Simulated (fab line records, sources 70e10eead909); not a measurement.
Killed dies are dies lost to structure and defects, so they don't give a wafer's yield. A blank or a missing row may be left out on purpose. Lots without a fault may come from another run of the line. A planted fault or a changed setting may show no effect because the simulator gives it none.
Problem report in the 8D (eight disciplines) form, filled by code | flow nand_harc | the parts of the form that need people (team, actions taken, sign-off) are left out

1. THE PROBLEM
run_length_s at NHARC_A_STAIRCASE_TRIM_226 reads a mean of 252.1 s on 4 wafers of 2 lots; wafers without a fault read 232.4 s with a standard deviation of 0.5. That is +39 standard deviations from the usual mean.
The step: chemistry O2, time 211.2 s.
First seen on wafer L361.4, day 14 00:02, on rie_diel-03. The record holds 36 wafers of 12 lots with a number at this step. Rule for "out", or "out of limits": more than 4 standard deviations from the usual mean. The other wafers with a number count as sound.

2. WHAT IT IS AND WHAT IT IS NOT
question                    | is                             | is not
which readings at this step | run_length_s                   | drypump_motor_current_A, oes_product_au, rf_vpp_V, showerhead_plenum_p_Torr, throttle_valve_pct
which lots                  | L361, L365                     | L351, L352, L353, L354, L355, L356, L358, L370, L371, L372
which wafers of those lots  | L361.3, L361.4, L361.5, L365.5 | L365.2, L365.6
read on which tools         | rie_diel-03                    | rie_diel-06, rie_diel-13
when                        | from day 14 00:02              | up to then (21 sound wafers); but 11 sound wafers of L365, L370, L371, L372 came after

3. SUSPECTS, AND WHAT RULES EACH OUT
Counting: a tool at a process step up to the reading stays a suspect if it ran every lot that is out. Sound lots after the first of them don't rule it out here, since some wafers of a struck lot are sound.
- rie_diel-03 at NHARC_A_STAIRCASE_TRIM_226 (chemistry O2, time 211.2 s): kept. It ran every lot that is out, first L361 (day 14 00:02); its last sound lot up to then is L358 (day 12 18:13). Its own readings are out on those wafers: run_length_s.
Left after counting: rie_diel-03 at NHARC_A_STAIRCASE_TRIM_226.

4. THE CAUSE (what the simulator had put in)
Process parameter drift: rie_diel-03, from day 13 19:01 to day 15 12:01, at NHARC_A_STAIRCASE_TRIM_226. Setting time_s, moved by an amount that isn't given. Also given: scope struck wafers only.
Counting left only this tool.

5. THE CHAIN OF EFFECTS, in route order
Each row: a reading whose mean over the struck wafers that have a number lies more than 3 standard deviations from the usual. Only readings for which the record gives a usual standard deviation are gone through. hours: the time from each lot's start at the first step in this table that gives one to its start at this step, as a median over the lots. sigmas: the change in usual standard deviations.
hours | step                       | reading      | usual   | on struck wafers | change | sigmas
0     | NHARC_A_STAIRCASE_TRIM_226 | run_length_s | 232.4 s | 252.1            | +19.7  | +39
The process steps in it:
- NHARC_A_STAIRCASE_TRIM_226: chemistry O2, time 211.2 s.

6. WHAT WOULD HAVE CAUGHT IT SOONER
In this record the first reading out of limits was taken at day 14 00:02, 5 hours after the fault began at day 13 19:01.
